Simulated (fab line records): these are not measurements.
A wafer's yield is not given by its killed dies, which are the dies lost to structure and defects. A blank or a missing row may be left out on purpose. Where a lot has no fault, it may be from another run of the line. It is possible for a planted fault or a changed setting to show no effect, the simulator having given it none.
What tool caused it?    flow nand-harc    39 wafers from 13 lots sampled at 4 of the route's 1302 steps

## WHAT THE GAUGES SHOWED, per wafer
NHARC_A_CHANNEL_FILL_D1_INSPECT_13. Usual: raw-defect-count reads 355 (standard deviation 170).
lot   measured      on                 raw-defect-count  flag
L746  day 10 20:39  defect-inspect-01  217 307 250       
L747  day 11 16:20  defect-inspect-01  226 232 148       
L748  day 11 16:22  defect-inspect-01  363 323 262       
L749  day 11 16:22  defect-inspect-02  567 298 356       
L750  day 12 12:35  defect-inspect-02  481 325 429       
L751  day 12 22:23  defect-inspect-01  237 150 198       
L752  day 13 08:35  defect-inspect-01  613 437 348       
L753  day 14 05:42  defect-inspect-02  352 260 542       
L754  day 14 05:43  defect-inspect-01  342 159 132       
L756  day 15 03:53  defect-inspect-01  331 481 285       
L758  day 16 09:25  defect-inspect-02  372 301 384       
L766  day 19 03:21  defect-inspect-02  237 279 250       
L768  day 19 20:55  defect-inspect-01  374 302 438       

## WHAT TOOL EACH LOT RAN ON (gives the tool, then ch and the chambers of the sampled wafers, and finally the start)
lot   NHARC_A_CHANNEL_FILL_D1_ALD_02    NHARC_A_CHANNEL_FILL_D1_ALD_15       NHARC_A_CHANNEL_FILL_D1_ALD_16
L746  ald-hk-01 ch 0,1,3, day 8 18:25   ald-sin-batch-01 ch 0, day 9 04:28   ald-hk-04 ch 1,3, day 9 06:30
L747  ald-hk-02 ch 0,2, day 9 13:31     ald-sin-batch-03 ch 0, day 9 23:45   ald-hk-02 ch 0,1, day 10 01:48
L748  ald-hk-01 ch 0,1,2, day 9 19:00   ald-sin-batch-02 ch 0, day 10 05:06  ald-hk-02 ch 0,2,3, day 10 07:10
L749  ald-hk-01 ch 0,1, day 9 20:11     ald-sin-batch-02 ch 0, day 10 05:06  ald-hk-04 ch 0,1,3, day 10 07:11
L750  ald-hk-02 ch 0,2, day 10 12:41    ald-sin-batch-02 ch 0, day 10 22:50  ald-hk-04 ch 0,2,3, day 11 00:56
L751  ald-hk-01 ch 0,3, day 10 21:03    ald-sin-batch-01 ch 0, day 11 07:11  ald-hk-01 ch 0,2, day 11 09:14
L752  ald-hk-02 ch 0,3, day 11 08:47    ald-sin-batch-01 ch 0, day 11 18:57  ald-hk-01 ch 0,1,2, day 11 21:01
L753  ald-hk-02 ch 1,2,3, day 12 03:02  ald-sin-batch-03 ch 0, day 12 13:35  ald-hk-01 ch 0,3, day 12 15:38
L754  ald-hk-02 ch 0,1,2, day 12 03:24  ald-sin-batch-03 ch 0, day 12 13:35  ald-hk-04 ch 0,2,3, day 12 15:37
L756  ald-hk-01 ch 1,2, day 13 02:24    ald-sin-batch-02 ch 0, day 13 12:47  ald-hk-04 ch 0,1,3, day 13 14:52
L758  ald-hk-04 ch 0,1,3, day 14 06:16  ald-sin-batch-02 ch 0, day 14 15:43  ald-hk-02 ch 0,1,2, day 14 17:53
L766  ald-hk-01 ch 0,2,3, day 17 01:17  ald-sin-batch-01 ch 0, day 17 11:25  ald-hk-04 ch 1,3, day 17 13:26
L768  ald-hk-01 ch 2,3, day 17 20:54    ald-sin-batch-01 ch 0, day 18 07:02  ald-hk-04 ch 0,2,3, day 18 09:05
- NHARC_A_CHANNEL_FILL_D1_ALD_02: deposits SiO2, target thk 6 nm, pulse time 10 s, ald cycles 60.
- NHARC_A_CHANNEL_FILL_D1_ALD_15: deposits SiNx, target thk 2 nm, pulse time 60 s, ald cycles 19.
- NHARC_A_CHANNEL_FILL_D1_ALD_16: deposits SiO2, target thk 1.5 nm, pulse time 10 s, ald cycles 15.

## AS READ BY THE TOOLS THEMSELVES (means over the sampled wafers that have a number; for cases with no such wafer, the mark the record gives instead)
NHARC_A_CHANNEL_FILL_D1_ALD_02. Usual: heater-power-w 472 W, standard deviation 32; precursor-pulse-height-rel 0.998, standard deviation 0.02.
lot   tool       heater-power-w (W)  precursor-pulse-height-rel  flag
L746  ald-hk-01  480                 0.996                       
L747  ald-hk-02  481                 0.989                       
L748  ald-hk-01  456                 1.010                       
L749  ald-hk-01  487                 1.006                       
L750  ald-hk-02  490                 1.011                       
L751  ald-hk-01  474                 0.993                       
L752  ald-hk-02  485                 0.998                       
L753  ald-hk-02  482                 1.004                       
L754  ald-hk-02  488                 0.976                       
L756  ald-hk-01  446                 0.995                       
L758  ald-hk-04  477                 0.991                       
L766  ald-hk-01  450                 0.989                       
L768  ald-hk-01  456                 0.978                       

NHARC_A_CHANNEL_FILL_D1_ALD_15. Usual: precursor-pulse-height-rel reads 0.998 (standard deviation 0.018).
lot   tool              precursor-pulse-height-rel  flag
L746  ald-sin-batch-01  1.001                       
L747  ald-sin-batch-03  1.000                       
L748  ald-sin-batch-02  0.983                       
L749  ald-sin-batch-02  1.005                       
L750  ald-sin-batch-02  0.989                       
L751  ald-sin-batch-01  1.007                       
L752  ald-sin-batch-01  0.997                       
L753  ald-sin-batch-03  0.998                       
L754  ald-sin-batch-03  0.992                       
L756  ald-sin-batch-02  1.007                       
L758  ald-sin-batch-02  1.018                       
L766  ald-sin-batch-01  0.988                       
L768  ald-sin-batch-01  0.993                       

NHARC_A_CHANNEL_FILL_D1_ALD_16. Usual: heater-power-w 487 W, standard deviation 41; precursor-pulse-height-rel 1.001, standard deviation 0.019.
lot   tool       heater-power-w (W)  precursor-pulse-height-rel  flag
L746  ald-hk-04  469                 1.014                       
L747  ald-hk-02  470                 0.990                       
L748  ald-hk-02  492                 0.997                       
L749  ald-hk-04  483                 1.001                       
L750  ald-hk-04  499                 0.999                       
L751  ald-hk-01  451                 1.007                       
L752  ald-hk-01  465                 0.991                       
L753  ald-hk-01  473                 0.996                       
L754  ald-hk-04  489                 0.967                       
L756  ald-hk-04  473                 0.995                       
L758  ald-hk-02  489                 0.992                       
L766  ald-hk-04  485                 1.004                       
L768  ald-hk-04  498                 0.997                       

## THE ANSWER, worked out from the rows above alone
Rule: lot off if the mean of its wafers having a number is beyond 3 standard deviations from the usual mean. A lot without any number at a reading at which 4 lots or more have one is off too. Any other lot the step has rows for is counted as sound. The gauges are gone through in route order, then the tools' own readings, and for those a lot's mean is taken as printed above. At the first step where some lot is off, the reading lying furthest off is the one used; lots without a number count as furthest.
None of the lots is off at any reading shown; this tells nothing.

## WHAT WAS PUT IN BY THE SIMULATOR
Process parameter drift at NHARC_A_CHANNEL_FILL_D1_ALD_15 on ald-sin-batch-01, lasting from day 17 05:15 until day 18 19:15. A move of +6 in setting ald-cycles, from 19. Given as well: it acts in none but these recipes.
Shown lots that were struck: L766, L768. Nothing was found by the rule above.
